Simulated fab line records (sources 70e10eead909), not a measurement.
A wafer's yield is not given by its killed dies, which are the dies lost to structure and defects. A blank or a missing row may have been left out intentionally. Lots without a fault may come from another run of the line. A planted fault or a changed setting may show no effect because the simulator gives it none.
A struck lot beside a sound one | flow nand harc | 39 steps out of a route of 1302
Sound: wafers L977.1, L977.2, L977.4. Struck: wafer L978.4. (L978.3, L978.6 of the same lot were not struck and are left out.) The cause comes at the end.
Per side, at each step with rows, come the tool, then ch with its chambers, and then its first start. Under that, the readings that differ: sound wafers | struck wafers | difference of the means | sigmas: that difference in standard deviations of wafers without a fault.
alike: a reading whose means differ by less than 2 such deviations, as well as words and numbers matching on both sides. not compared: withheld readings; readings where some wafer has no value; bounds like >300 that might hide an equal value; numbers whose values overlap and for which the record gives no deviation.
Wherever a step has rows on one side only, a row that says differs or no value, or a row with sigmas, the two part there. When numbers do not overlap yet have no deviation, they are printed without sigmas and do not part them. A reading that every wafer of one side lacks parts them only if that side has two wafers or more.

first, 1 step without rows for these wafers: NHARC_A_BONDPAD_HARDBAKE_10 (time 65 s).
NHARC_A_BONDPAD_DESCUM_11: chemistry O2, time 3 s.
  sound on rie diel-10 ch 0,1,2, day 25 10:07; struck on rie diel-10 ch 1, day 25 12:01
  alike: drypump motor current A, oes product au, rf vpp V, showerhead plenum p Torr, throttle valve pct
  not compared: rf hours counter h
NHARC_A_BONDPAD_ETCH_34: etches the open film in N2/H2, target depth 60 nm, overetch 18 nm, time 65.91 s.
  sound on rie diel-10 ch 0,2,3, day 25 10:12; struck on rie diel-10 ch 0, day 25 12:06
  alike: drypump motor current A, oes product au, rf fwd power W, rf vpp V, showerhead plenum p Torr, throttle valve pct
  not compared: rf hours counter h
NHARC_A_BONDPAD_ETCH_12: etches the open film in CHF3/O2, target depth 220 nm, time 110 s.
  sound on rie diel-10 ch 1,2,3; struck on rie diel-10 ch 2
  alike: drypump motor current A, oes product au, rf fwd power W, rf vpp V, showerhead plenum p Torr, throttle valve pct
  not compared: rf hours counter h
NHARC_A_BONDPAD_CD_MEAS_13:
  struck on cd sem-02, day 25 12:20; sound on cd sem-02, day 25 10:26
  alike: cd nm
NHARC_A_BONDPAD_STRIP_15: strips in O2.
  sound on rie diel-10 ch 0,2,3, day 25 10:31; struck on rie diel-03 ch 1, day 25 12:25
  reading                | sound | struck | difference | sigmas
  rf hours counter h (h) | 4 4 4 | 27     | +23        |
  alike: drypump motor current A, oes product au, rf vpp V, showerhead plenum p Torr, throttle valve pct
then, 6 steps without rows for these wafers: NHARC_A_BONDPAD_ETCH_24 (etches the open film in CF4/N2, target depth 30 nm, time 72.99 s); NHARC_A_BONDPAD_STRIP_16 (strips in post etch residue remover, time 600 s); NHARC_A_BONDPAD_DEGAS_25 (time 60 s); NHARC_A_BONDPAD_PRE_CLEAN_26 (time 30 s); NHARC_A_BONDPAD_PVD_17 (deposits TaN, target thk 5 nm, time 8.06 s); NHARC_A_BONDPAD_PVD_27 (deposits Cu, target thk 30 nm, time 20.49 s).
NHARC_A_BONDPAD_ECD_18: material Cu, target thk 400 nm.
  sound on ecd cu-01 ch 0,1, day 25 11:25; struck on ecd cu-02 ch 0,1, day 25 13:25
then, 2 steps without rows for these wafers: NHARC_A_BONDPAD_ANNEAL_28 (time 90 s); NHARC_A_BONDPAD_CMP_19 (polishes, t overpolish 30 s, cu recess touch 16 s, target thk 169.82 nm).
NHARC_A_BONDPAD_THK_MEAS_20: measures by xrf.
  struck on film metro-02, day 25 14:22; sound on film metro-01, day 25 12:28
  alike: thk nm
then, 6 steps without rows for these wafers: NHARC_A_BONDPAD_SRD_21 (time 30 s, dry time 20 s); NHARC_HYBRID_BOND_ACTIVATE_00 (chemistry N2, time 60 s); NHARC_HYBRID_BOND_PRECLEAN_01 (cleans in DIW, time 300 s); NHARC_HYBRID_BOND_SRD_02 (time 30 s, dry time 20 s); NHARC_HYBRID_BOND_BOND_03; NHARC_HYBRID_BOND_ANNEAL_04 (time 7200 s).
NHARC_HYBRID_BOND_OVL_MEAS_05:
  struck on overlay-02, day 25 22:05; sound on overlay-01, day 25 22:04
  alike: overlay x nm, overlay y nm
next, for these wafers, 1 step has no rows: NHARC_THIN_TSV_GRIND_00.
NHARC_THIN_TSV_CMP_01: polishes.
  sound on cmp-04 ch 0,1,3, day 26 00:41; struck on cmp-04 ch 1, day 25 23:31
  alike: motor current A, retaining ring pressure frac, slurry filter dp kPa, slurry flow ml min
NHARC_THIN_TSV_THK_MEAS_02: measures by ir.
  struck on film metro-01, day 25 23:45; sound on film metro-02, day 26 00:55
  alike: thk nm
then, 12 steps without rows for these wafers: NHARC_THIN_TSV_SRD_03; NHARC_THIN_TSV_PRECLEAN_41 (cleans in SC1); NHARC_THIN_TSV_SRD_42; NHARC_THIN_TSV_DEP_43 (deposits SiO2, target thk 1328.5 nm); NHARC_THIN_TSV_DEHYDRATE_04 (time 120 s); NHARC_THIN_TSV_HMDS_05 (time 30 s); NHARC_THIN_TSV_COAT_06; NHARC_THIN_TSV_SOFTBAKE_07 (time 95 s); NHARC_THIN_TSV_EBR_08; NHARC_THIN_TSV_EXPOSE_09 (exposes mask TSV); NHARC_THIN_TSV_PEB_10 (peb time 85 s); NHARC_THIN_TSV_DEVELOP_11 (time 70 s).
NHARC_END_SORT_01:
  sound on prober-02 ch 0, day 26 15:59; struck on prober-01 ch 0, day 26 18:20
  reading                  | sound      | struck | difference | sigmas
  defect limited yield (%) | 84 83 85   | 42     | -42        | -13
  killed at array          | 105 109 94 | 389    | +286       | +13
  killed dies              | 107 116 99 | 390    | +283       | +13
  alike: killed at other, killed at periphery, killed open, killed short

WHERE THEY PART
At NHARC_END_SORT_01 and nowhere else, as far as this record goes.

WHY: whatever the simulator had introduced
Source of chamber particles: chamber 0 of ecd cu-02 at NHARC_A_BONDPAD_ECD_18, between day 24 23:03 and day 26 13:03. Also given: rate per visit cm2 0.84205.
